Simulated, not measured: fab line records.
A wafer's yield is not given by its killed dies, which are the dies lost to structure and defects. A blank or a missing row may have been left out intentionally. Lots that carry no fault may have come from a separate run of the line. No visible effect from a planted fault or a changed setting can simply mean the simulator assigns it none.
Struck lot and sound lot, side by side | flow n5_finfet | 38 out of 1938 route steps
Sound: wafers L439.1, L439.2, L439.6. Wafers struck: L443.2, L443.3, L443.4. The cause comes at the end.
At each step with rows: each side's tool, then ch and its chambers, then its first start. Under that, the readings that differ: sound wafers | struck wafers | difference of the means | sigmas: that difference in standard deviations of wafers without a fault.
alike: readings whose means differ by less than 2 such deviations, and words and numbers that are the same on both sides. not compared: withheld readings, readings that some wafer has no value for, bounds like >300 that may hide the same value, and numbers for which the record gives no deviation and whose values overlap.
The two part at a step that has a row with sigmas, a row that says differs or no value, or rows on one side only. Numbers that have no deviation but don't overlap get no sigmas and don't part them. A reading that every wafer of one side lacks parts them only if that side has two wafers or more.

first, 9 steps without rows for these wafers: N5_HKMG_FIN_DESCUM_17 (chemistry O2, time 7.9 s); N5_HKMG_FIN_ETCH_31 (etches SiARC in CF4, target depth 45.5 nm, time 75.8 s); N5_HKMG_FIN_ETCH_32 (etches SOC in N2/H2, target depth 240 nm, time 300 s); N5_HKMG_FIN_STRIP_33 (strips in N2/H2); N5_HKMG_FIN_STRIP_34 (strips in CF4); N5_HKMG_FIN_ETCH_35 (etches SOC in N2/H2, target depth 215.8 nm, time 243.4 s); N5_HKMG_FIN_STRIP_92 (strips SOC in N2/H2, time 20 s); N5_HKMG_FIN_WET_ETCH_18 (etches TiN in SC1, time 55 s, target depth 5.2 nm, rinse time 30 s); N5_HKMG_FIN_STRIP_19 (strips in N2/H2, time 360 s).
N5_HKMG_FIN_ALD_91: deposits TiN, target thk 1 nm, pulse time 1 s, purge time 3 s.
  sound on ald_metal-04 ch 0,1,2, day 6 03:08; struck on ald_metal-04 ch 2,3, day 7 06:51
  alike: chamber_pressure_Torr, heater_power_w, precursor_pulse_height_rel, susceptor_temp_C
then, 27 steps without rows for these wafers: N5_HKMG_FIN_COAT_85 (time 60 s, resist thk 300 nm); N5_HKMG_FIN_ETCH_86 (etches SOC in N2/H2, stops on TiN, target depth 393.2 nm); N5_HKMG_FIN_STRIP_89 (strips SOC in N2/H2, time 20 s); N5_HKMG_FIN_WET_ETCH_87 (etches TiN in SC1, time 154.2 s, target depth 4.7 nm, rinse time 30 s); N5_HKMG_FIN_STRIP_88 (strips in N2/H2, time 360 s); N5_HKMG_FIN_NWFM_ALD_20 (deposits TiAlC, target thk 2 nm, pulse time 3 s, purge time 2 s); N5_HKMG_FIN_ALD_71 (deposits TiN, target thk 1 nm, pulse time 1 s, purge time 3 s); N5_HKMG_FIN_COAT_66 (time 60 s, resist thk 300 nm); N5_HKMG_FIN_ETCH_67 (etches SOC in N2/H2, stops on TiN, target depth 388.9 nm); N5_HKMG_FIN_STRIP_90 (strips SOC in N2/H2, time 20 s); N5_HKMG_FIN_WET_ETCH_73 (etches the open film in SC1, time 42.3 s, target depth 1.3 nm, rinse time 30 s); N5_HKMG_FIN_ETCHBACK_68 (etches the open film in Cl2/Ar, stops on HfO2, target depth 0.5 nm); N5_HKMG_FIN_STRIP_69 (strips in N2/H2, time 360 s); N5_HKMG_FIN_ALD_21 (deposits TiN, target thk 1.5 nm, pulse time 1 s, purge time 3 s); N5_HKMG_FIN_ALD_72 (deposits W, target thk 2 nm, pulse time 1 s, purge time 2 s); N5_HKMG_FIN_W_FILL_22 (material W, target thk 60 nm, time 18.2 s); N5_HKMG_FIN_PRECLEAN_83 (cleans in DIW, time 57.5 s); N5_HKMG_FIN_SRD_84 (dry time 32 s); N5_HKMG_FIN_CMP_23 (polishes, stops on SiNx, t overpolish 10 s, target thk 46.326 nm); N5_HKMG_FIN_CMP_94 (polishes, stops on SiNx, t overpolish 4.7 s, target thk 43.299 nm); N5_GATE_CUT_ETCHBACK_00 (etches W in SF6/Cl2); N5_GATE_CUT_ETCH_56 (etches TiN in Cl2/Ar, target depth 21.6 nm); N5_GATE_CUT_ETCHBACK_30 (etches TiN in Cl2/Ar, target depth 3 nm); N5_GATE_CUT_VAPOR_ETCH_60 (etches HfO2 in BCl3/Cl2); N5_GATE_CUT_ETCH_58 (etches SiNx in CH3F/O2, target depth 17 nm, time 128.6 s); N5_GATE_CUT_STRIP_59 (strips in N2/H2, time 20 s); N5_GATE_CUT_PRECLEAN_31 (cleans in DIW, time 300 s).
-- the record jumps here: 8 days lie between the struck wafers' starts before and after (it left off in module GATE_CUT and takes up again in module PASSIVATION, whose first step shown is number 1936 of the route) --
N5_PASSIVATION_PROBE_49:
  sound: prober-01 at day 14 01:23; struck: prober-01 at day 15 07:32
  reading             | sound       | struck      | difference | sigmas
  killed_at_front_end | 71 51 51    | 151 104 155 | +79        | +7
  killed_dies         | 132 119 121 | 214 177 213 | +77        | +5
  killed_short        | 58 51 53    | 36 33 37    | -19        | -2
  alike: killed_at_M0_to_M3, killed_at_M4_up, killed_at_contacts, killed_at_other, killed_on_rim, killed_open

## WHERE THEY PART
Only at N5_PASSIVATION_PROBE_49, as far as this record shows.

WHY: the cause the simulator had injected
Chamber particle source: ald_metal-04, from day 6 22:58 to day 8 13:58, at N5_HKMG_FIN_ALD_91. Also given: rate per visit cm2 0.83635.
